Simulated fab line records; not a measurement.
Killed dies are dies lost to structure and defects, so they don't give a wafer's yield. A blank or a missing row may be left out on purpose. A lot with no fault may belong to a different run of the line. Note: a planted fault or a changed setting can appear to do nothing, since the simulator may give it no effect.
What tool caused it? + flow n5Finfet + 10 lots, 27 wafers sampled, at 6 steps of a route of 1938

== WHAT EACH GAUGE READ, for each wafer ==
N5_STI_FIN_REVEAL_FIN_H_MEAS_10.
| lot  | measured    | on     | trenchDepthNm (nm) |
|------|-------------|--------|--------------------|
| L352 | day 2 19:07 | ocd-02 | 50.9 50.3          |
| L356 | day 3 18:33 | ocd-02 | 50.9 51.7 51.9     |
| L357 | day 4 03:14 | ocd-02 | 51.9 52.5 51.4     |
| L359 | day 4 12:11 | ocd-02 | 50.4 51.3 50.6     |
| L362 | day 5 09:53 | ocd-01 | 50.7 51.0 51.3     |
| L363 | day 5 14:46 | ocd-01 | 53.0 50.9 51.3     |
| L367 | day 6 12:44 | ocd-01 | 50.5 51.1 51.1     |
| L370 | day 7 07:50 | ocd-01 | 51.8 79.8 51.1     |
| L372 | day 7 18:37 | ocd-02 | 50.3 78.1          |
| L373 | day 8 00:58 | ocd-02 | 52.5 79.3          |

N5_BEOL_M4_RC_MEAS_101.
| lot  | measured     | on        | DIBL_N (mV/V)  | DIBL_P (mV/V) | IOFF_N (nA/um) | IOFF_P (nA/um) | ION_N (uA/um) | ION_P (uA/um) | SS_N (mV/dec)  | SS_P (mV/dec)  | VT_N (mV)   | VT_P (mV)      |
|------|--------------|-----------|----------------|---------------|----------------|----------------|---------------|---------------|----------------|----------------|-------------|----------------|
| L352 | day 12 07:51 | prober-01 | 33.3 34.5      | 35 36         | 0.12 0.13      | 0.19 0.23      | 655 664       | 460 464       | 70.6 70.5      | 73.0 72.7      | 254 249     | -250 -244      |
| L356 | day 13 01:20 | prober-02 | 37.0 38.4 36.7 | 38 39 37      | 0.19 0.20 0.19 | 0.25 0.25 0.23 | 671 679 683   | 455 465 464   | 72.0 72.7 72.6 | 73.9 74.4 73.6 | 246 249 250 | -247 -249 -249 |
| L357 | day 12 13:42 | prober-02 | 35.9 31.9 35.3 | 36 31 34      | 0.16 0.10 0.16 | 0.18 0.13 0.17 | 671 663 670   | 449 451 453   | 71.5 69.7 70.8 | 74.0 72.0 72.7 | 248 252 246 | -250 -256 -255 |
| L359 | day 12 22:52 | prober-02 | 34.9 36.0 34.8 | 34 36 33      | 0.12 0.14 0.12 | 0.15 0.19 0.15 | 652 668 645   | 444 456 439   | 70.7 71.9 70.9 | 71.9 73.5 72.9 | 253 251 254 | -255 -255 -257 |
| L362 | day 14 05:34 | prober-02 | 35.8 35.1 37.7 | 34 34 37      | 0.12 0.13 0.16 | 0.21 0.20 0.25 | 652 662 675   | 457 464 465   | 71.0 71.3 71.9 | 73.4 71.6 73.4 | 254 251 251 | -251 -249 -247 |
| L363 | day 13 09:17 | prober-02 | 34.9 35.4 34.2 | 35 33 33      | 0.13 0.13 0.11 | 0.20 0.17 0.15 | 682 662 648   | 472 458 444   | 71.0 71.3 70.2 | 73.2 72.0 72.0 | 253 251 257 | -250 -255 -256 |
| L367 | day 14 17:44 | prober-01 | 31.4 37.2 36.4 | 30 36 35      | 0.09 0.19 0.16 | 0.13 0.20 0.19 | 645 672 668   | 446 462 458   | 69.8 71.5 71.4 | 72.4 73.5 73.7 | 255 247 250 | -258 -249 -254 |
| L370 | day 17 04:29 | prober-01 | 35.1 36.6 35.3 | 37 38 37      | 0.15 0.19 0.15 | 0.23 0.23 0.21 | 659 682 665   | 460 457 454   | 71.3 72.4 71.9 | 73.8 73.2 73.4 | 250 248 252 | -250 -250 -250 |
| L372 | day 17 04:50 | prober-02 | 40.9 34.9      | 44 37         | 0.28 0.16      | 0.38 0.24      | 686 673       | 469 466       | 73.0 71.2      | 75.4 73.5      | 241 247     | -241 -246      |
| L373 | day 16 04:26 | prober-02 | 39.9 35.4      | 39 33         | 0.22 0.13      | 0.24 0.17      | 707 670       | 474 460       | 72.3 70.4      | 74.2 72.0      | 244 251     | -250 -248      |

== TOOL THAT RAN EACH LOT (tool first, then ch and the chambers of the sampled wafers, then the start) ==
| lot  | N5_STI_FIN_REVEAL_ALD_00        | N5_STI_FIN_REVEAL_ETCHBACK_08    | N5_STI_FIN_REVEAL_RECESS_09      | N5_DUMMY_GATE_CMP_04         |
|------|---------------------------------|----------------------------------|----------------------------------|------------------------------|
| L352 | aldSin-01 ch 0,2, day 2 10:32   | rieDiel-03 ch 2,3, day 2 16:10   | vaporEtch-01 ch 0,1, day 2 16:25 | cmp-02 ch 2,3, day 2 23:12   |
| L356 | aldSin-01 ch 1,2, day 3 09:47   | rieDiel-03 ch 1,2,3, day 3 15:26 | vaporEtch-01 ch 0,1, day 3 16:11 | cmp-03 ch 2,3, day 4 00:26   |
| L357 | aldSin-04 ch 0,1,3, day 3 18:05 | rieDiel-04 ch 1,3, day 4 00:14   | vaporEtch-02 ch 0,1, day 4 00:29 | cmp-04 ch 0,1,2, day 4 07:45 |
| L359 | aldSin-03 ch 2,3, day 4 03:36   | rieDiel-03 ch 1,2, day 4 09:14   | vaporEtch-01 ch 0,1, day 4 10:01 | cmp-04 ch 1,2, day 4 16:31   |
| L362 | aldSin-01 ch 0,1,3, day 5 00:29 | rieDiel-03 ch 1,2, day 5 06:13   | vaporEtch-01 ch 0,1, day 5 06:28 | cmp-02 ch 0,2,3, day 5 14:19 |
| L363 | aldSin-01 ch 0,2,3, day 5 06:08 | rieDiel-03 ch 0,1,2, day 5 11:47 | vaporEtch-02 ch 0,1, day 5 12:02 | cmp-03 ch 0,1,2, day 5 18:51 |
| L367 | aldSin-03 ch 1,2,3, day 6 03:32 | rieDiel-04 ch 2,3, day 6 09:47   | vaporEtch-02 ch 0,1, day 6 10:34 | cmp-04 ch 0,1,2, day 6 16:46 |
| L370 | aldSin-03 ch 0,1,3, day 6 23:16 | rieDiel-03 ch 0,2, day 7 04:53   | vaporEtch-02 ch 0,1, day 7 05:08 | cmp-02 ch 0,1, day 7 11:51   |
| L372 | aldSin-04 ch 0,3, day 7 09:59   | rieDiel-03 ch 0,3, day 7 15:39   | vaporEtch-02 ch 1, day 7 15:54   | cmp-03 ch 1,2, day 7 22:43   |
| L373 | aldSin-03 ch 1,2, day 7 16:17   | rieDiel-04 ch 0,3, day 7 22:01   | vaporEtch-02 ch 0, day 7 22:16   | cmp-03 ch 2,3, day 8 05:22   |
- N5_STI_FIN_REVEAL_ALD_00: deposits SiO2, target thk 1 nm, pulse time 1 s.
- N5_STI_FIN_REVEAL_ETCHBACK_08: etches SiO2 in C4F6/O2, target depth 30.5 nm, time 10.167 s.
- N5_STI_FIN_REVEAL_RECESS_09: chemistry HF/NH3, target SiO2, afs cycles 11, target depth 42.5 nm, sublimation time 60 s.
- N5_DUMMY_GATE_CMP_04: polishes a-Si.

== WHAT THE TOOLS THEMSELVES READ (means of the sampled wafers that have a number; where no wafer has one, the mark that the record gives instead) ==
N5_STI_FIN_REVEAL_ALD_00.
| lot  | tool      | heaterPowerW (W) | precursorPulseHeightRel |
|------|-----------|------------------|-------------------------|
| L352 | aldSin-01 | 444              | 0.993                   |
| L356 | aldSin-01 | 494              | 1.000                   |
| L357 | aldSin-04 | 484              | 1.004                   |
| L359 | aldSin-03 | 476              | 0.992                   |
| L362 | aldSin-01 | 472              | 0.981                   |
| L363 | aldSin-01 | 477              | 0.986                   |
| L367 | aldSin-03 | 490              | 0.990                   |
| L370 | aldSin-03 | 525              | 1.007                   |
| L372 | aldSin-04 | 482              | 0.998                   |
| L373 | aldSin-03 | 482              | 0.984                   |

N5_STI_FIN_REVEAL_ETCHBACK_08.
| lot  | tool       | O2_flow_sccm (sccm) | drypumpMotorCurrentA (A) | oesProductAu (a.u.) | rfVppV (V) | showerheadPlenumPTorr (Torr) | throttleValvePct (%) |
|------|------------|---------------------|--------------------------|---------------------|------------|------------------------------|----------------------|
| L352 | rieDiel-03 | 10.002              | 5.79                     | 0.79                | 658        | 2.87                         | 21.09                |
| L356 | rieDiel-03 | 10.013              | 5.77                     | 0.81                | 650        | 2.83                         | 21.17                |
| L357 | rieDiel-04 | 9.970               | 5.46                     | 0.75                | 679        | 2.88                         | 21.24                |
| L359 | rieDiel-03 | 10.022              | 5.89                     | 0.78                | 655        | 2.89                         | 21.18                |
| L362 | rieDiel-03 | 10.009              | 5.85                     | 0.80                | 643        | 2.83                         | 21.26                |
| L363 | rieDiel-03 | 10.002              | 5.76                     | 0.77                | 646        | 2.85                         | 21.20                |
| L367 | rieDiel-04 | 10.001              | 5.35                     | 0.72                | 681        | 2.93                         | 21.24                |
| L370 | rieDiel-03 | 9.994               | 5.82                     | 0.73                | 656        | 2.91                         | 21.14                |
| L372 | rieDiel-03 | 9.997               | 5.58                     | 0.75                | 644        | 2.79                         | 21.12                |
| L373 | rieDiel-04 | 10.002              | 5.55                     | 0.85                | 676        | 2.85                         | 21.26                |

N5_STI_FIN_REVEAL_RECESS_09.
| lot  | tool         | drypumpMotorCurrentA (A) | sublimationTempC (C) |
|------|--------------|--------------------------|----------------------|
| L352 | vaporEtch-01 | 5.7                      | 180.19               |
| L356 | vaporEtch-01 | 6.0                      | 179.96               |
| L357 | vaporEtch-02 | 5.7                      | 179.95               |
| L359 | vaporEtch-01 | 5.4                      | 180.02               |
| L362 | vaporEtch-01 | 5.4                      | 179.87               |
| L363 | vaporEtch-02 | 5.3                      | 180.09               |
| L367 | vaporEtch-02 | 5.7                      | 180.17               |
| L370 | vaporEtch-02 | 5.7                      | 179.96               |
| L372 | vaporEtch-02 | 5.0                      | 179.92               |
| L373 | vaporEtch-02 | 6.0                      | 180.31               |

N5_DUMMY_GATE_CMP_04.
| lot  | tool   | edgeZonePressureFrac | motorCurrentA (A) | padLifeWafers | timeToEndpointS (s) |
|------|--------|----------------------|-------------------|---------------|---------------------|
| L352 | cmp-02 | 1.006                | 10.8              | 1184          | 12.8                |
| L356 | cmp-03 | 1.000                | 10.3              | 553           | 15.2                |
| L357 | cmp-04 | 1.002                | 10.0              | 2036          | 13.1                |
| L359 | cmp-04 | 1.007                | 10.1              | 2102          | 16.2                |
| L362 | cmp-02 | 0.998                | 10.6              | 1586          | 11.3                |
| L363 | cmp-03 | 1.002                | 11.1              | 836           | 16.7                |
| L367 | cmp-04 | 1.005                | 9.9               | 61            | 13.3                |
| L370 | cmp-02 | 1.000                | 10.4              | 1944          | 13.5                |
| L372 | cmp-03 | 1.000                | 11.6              | 1280          | 14.0                |
| L373 | cmp-03 | 1.003                | 10.2              | 1380          | 10.3                |

== THE ANSWER, worked out from the rows above alone ==
Rule: the usual values come from the lots themselves. Put in order of their means at a reading, lots are off if they are a third of the lots or fewer, leave a main group of 4 or more, and stand apart from it by a gap of 3 or more times the standard deviation of the main group's means; of several such gaps the widest counts. A main group whose means are all the same, to the digits that the tables above print for the reading, isn't used. Also off: a lot with no number at a reading for which 4 or more lots have one. The other lots that the step has rows for count as sound. The gauges are gone through in route order, then the tools' own readings, and for those a lot's mean is taken as printed above. The first step at which some lot is off is used, and at that step the reading that is off furthest; a lot without a number counts as furthest.
Off, at N5_STI_FIN_REVEAL_FIN_H_MEAS_10 on trenchDepthNm: L370, L372, L373. Main group: mean 51.2 nm, sd 0.48.
If a tool, at a process step before that reading, ran all the lots that are off and no sound lot after the first of them, it fits. The gauges at N5_STI_FIN_REVEAL_FIN_H_MEAS_10 are tried like those tools. One candidate fits, namely vaporEtch-02 at N5_STI_FIN_REVEAL_RECESS_09. Its last sound lot is L367 (day 6 10:34), its first lot that is off L370 (day 7 05:08): a fault that began between those two fits.

== WHAT THE SIMULATOR HAD INSERTED ==
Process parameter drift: vaporEtch-02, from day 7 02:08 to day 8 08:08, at N5_STI_FIN_REVEAL_RECESS_09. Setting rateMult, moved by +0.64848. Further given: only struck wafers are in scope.
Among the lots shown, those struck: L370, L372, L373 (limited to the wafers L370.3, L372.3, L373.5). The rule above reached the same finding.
